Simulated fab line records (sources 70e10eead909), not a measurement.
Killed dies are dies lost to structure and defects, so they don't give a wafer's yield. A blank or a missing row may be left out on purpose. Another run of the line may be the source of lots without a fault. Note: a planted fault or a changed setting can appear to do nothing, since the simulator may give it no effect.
Chamber matching :: flow nandHarc :: 4 sister chambers for NHARC_P_BONDPAD_DESCUM_11 on rieDiel-12
The step chemistry O2, time 3 s. 20 wafers are shown with their chamber, then 10 later ones without.

WAFERS WITH THEIR CHAMBER
wafer: L074.4
chamber: 1
showerheadPlenumPTorr (Torr): 1.95
drypumpMotorCurrentA (A): 5.6
oesProductAu (a.u.): 1.013

wafer: L074.5
chamber: 3
showerheadPlenumPTorr (Torr): 1.95
drypumpMotorCurrentA (A): 5.8
oesProductAu (a.u.): 0.985

wafer: L074.6
chamber: 0
showerheadPlenumPTorr (Torr): 2.07
drypumpMotorCurrentA (A): 5.6
oesProductAu (a.u.): 1.002

wafer: L075.1
chamber: 0
showerheadPlenumPTorr (Torr): 2.07
drypumpMotorCurrentA (A): 5.6
oesProductAu (a.u.): 1.013

wafer: L075.2
chamber: 1
showerheadPlenumPTorr (Torr): 1.95
drypumpMotorCurrentA (A): 5.6
oesProductAu (a.u.): 1.018

wafer: L075.6
chamber: 3
showerheadPlenumPTorr (Torr): 1.95
drypumpMotorCurrentA (A): 5.8
oesProductAu (a.u.): 0.997

wafer: L076.2
chamber: 2
showerheadPlenumPTorr (Torr): 2.04
drypumpMotorCurrentA (A): 6.7
oesProductAu (a.u.): 0.995

wafer: L076.4
chamber: 3
showerheadPlenumPTorr (Torr): 1.95
drypumpMotorCurrentA (A): 5.8
oesProductAu (a.u.): 0.993

wafer: L076.6
chamber: 2
showerheadPlenumPTorr (Torr): 2.04
drypumpMotorCurrentA (A): 6.6
oesProductAu (a.u.): 1.001

wafer: L077.1
chamber: 1
showerheadPlenumPTorr (Torr): 1.95
drypumpMotorCurrentA (A): 5.6
oesProductAu (a.u.): 1.019

wafer: L077.4
chamber: 0
showerheadPlenumPTorr (Torr): 2.07
drypumpMotorCurrentA (A): 5.6
oesProductAu (a.u.): 1.010

wafer: L077.6
chamber: 1
showerheadPlenumPTorr (Torr): 1.95
drypumpMotorCurrentA (A): 5.6
oesProductAu (a.u.): 1.020

wafer: L081.1
chamber: 2
showerheadPlenumPTorr (Torr): 2.04
drypumpMotorCurrentA (A): 6.7
oesProductAu (a.u.): 1.003

wafer: L081.5
chamber: 2
showerheadPlenumPTorr (Torr): 2.04
drypumpMotorCurrentA (A): 6.7
oesProductAu (a.u.): 0.994

wafer: L081.6
chamber: 3
showerheadPlenumPTorr (Torr): 1.95
drypumpMotorCurrentA (A): 5.8
oesProductAu (a.u.): 0.991

wafer: L085.2
chamber: 3
showerheadPlenumPTorr (Torr): 1.95
drypumpMotorCurrentA (A): 5.8
oesProductAu (a.u.): 0.991

wafer: L085.4
chamber: 1
showerheadPlenumPTorr (Torr): 1.95
drypumpMotorCurrentA (A): 5.6
oesProductAu (a.u.): 1.010

wafer: L085.5
chamber: 0
showerheadPlenumPTorr (Torr): 2.06
drypumpMotorCurrentA (A): 5.6
oesProductAu (a.u.): 1.006

wafer: L090.1
chamber: 2
showerheadPlenumPTorr (Torr): 2.04
drypumpMotorCurrentA (A): 6.7
oesProductAu (a.u.): 1.022

wafer: L090.4
chamber: 1
showerheadPlenumPTorr (Torr): 1.95
drypumpMotorCurrentA (A): 5.6
oesProductAu (a.u.): 0.993

SIGNATURES (means of the wafers above)
reading: showerheadPlenumPTorr
chamber 0: 2.0675
chamber 1: 1.9500
chamber 2: 2.0400
chamber 3: 1.9500
scatter within a chamber: 0.00217

reading: drypumpMotorCurrentA
chamber 0: 5.600
chamber 1: 5.600
chamber 2: 6.680
chamber 3: 5.800
scatter within a chamber: 0.0224

reading: oesProductAu
chamber 0: 1.00775
chamber 1: 1.01217
chamber 2: 1.00300
chamber 3: 0.99140
scatter within a chamber: 0.00855
Rule: for a wafer and a chamber, the distance is found by dividing, reading by reading, the gap between the wafer's reading and the chamber's mean by the reading's scatter, squaring, summing and taking the root. The wafer belongs to the nearest chamber; if the next one is less than 2 further off, it can't be placed. How the scatter is found: for the shown wafers, subtract from each reading the mean of its chamber, square and add these, divide the total by (wafers less chambers), then take the root.

WAFERS MISSING THEIR CHAMBER
wafer: L090.5
showerheadPlenumPTorr (Torr): 1.95
drypumpMotorCurrentA (A): 5.8
oesProductAu (a.u.): 0.997

wafer: L092.4
showerheadPlenumPTorr (Torr): 2.04
drypumpMotorCurrentA (A): 6.7
oesProductAu (a.u.): 1.008

wafer: L092.5
showerheadPlenumPTorr (Torr): 2.06
drypumpMotorCurrentA (A): 5.6
oesProductAu (a.u.): 1.008

wafer: L092.6
showerheadPlenumPTorr (Torr): 1.95
drypumpMotorCurrentA (A): 5.6
oesProductAu (a.u.): 1.006

wafer: L093.2
showerheadPlenumPTorr (Torr): 2.06
drypumpMotorCurrentA (A): 5.6
oesProductAu (a.u.): 1.008

wafer: L093.3
showerheadPlenumPTorr (Torr): 2.04
drypumpMotorCurrentA (A): 6.6
oesProductAu (a.u.): 1.023

wafer: L093.6
showerheadPlenumPTorr (Torr): 2.04
drypumpMotorCurrentA (A): 6.7
oesProductAu (a.u.): 1.017

wafer: L095.1
showerheadPlenumPTorr (Torr): 2.04
drypumpMotorCurrentA (A): 6.7
oesProductAu (a.u.): 1.016

wafer: L095.3
showerheadPlenumPTorr (Torr): 1.95
drypumpMotorCurrentA (A): 5.6
oesProductAu (a.u.): 1.013

wafer: L095.4
showerheadPlenumPTorr (Torr): 1.95
drypumpMotorCurrentA (A): 5.8
oesProductAu (a.u.): 0.995

WHICH CHAMBER EACH WENT THROUGH
wafer: L090.5
from the rows above: 3
in truth: 3

wafer: L092.4
from the rows above: 2
in truth: 2

wafer: L092.5
from the rows above: 0
in truth: 0

wafer: L092.6
from the rows above: 1
in truth: 1

wafer: L093.2
from the rows above: 0
in truth: 0

wafer: L093.3
from the rows above: 2
in truth: 2

wafer: L093.6
from the rows above: 2
in truth: 2

wafer: L095.1
from the rows above: 2
in truth: 2

wafer: L095.3
from the rows above: 1
in truth: 1

wafer: L095.4
from the rows above: 3
in truth: 3
Placed correctly: 10 of 10. Can't be placed from these rows: 0. 0 placed wrongly.
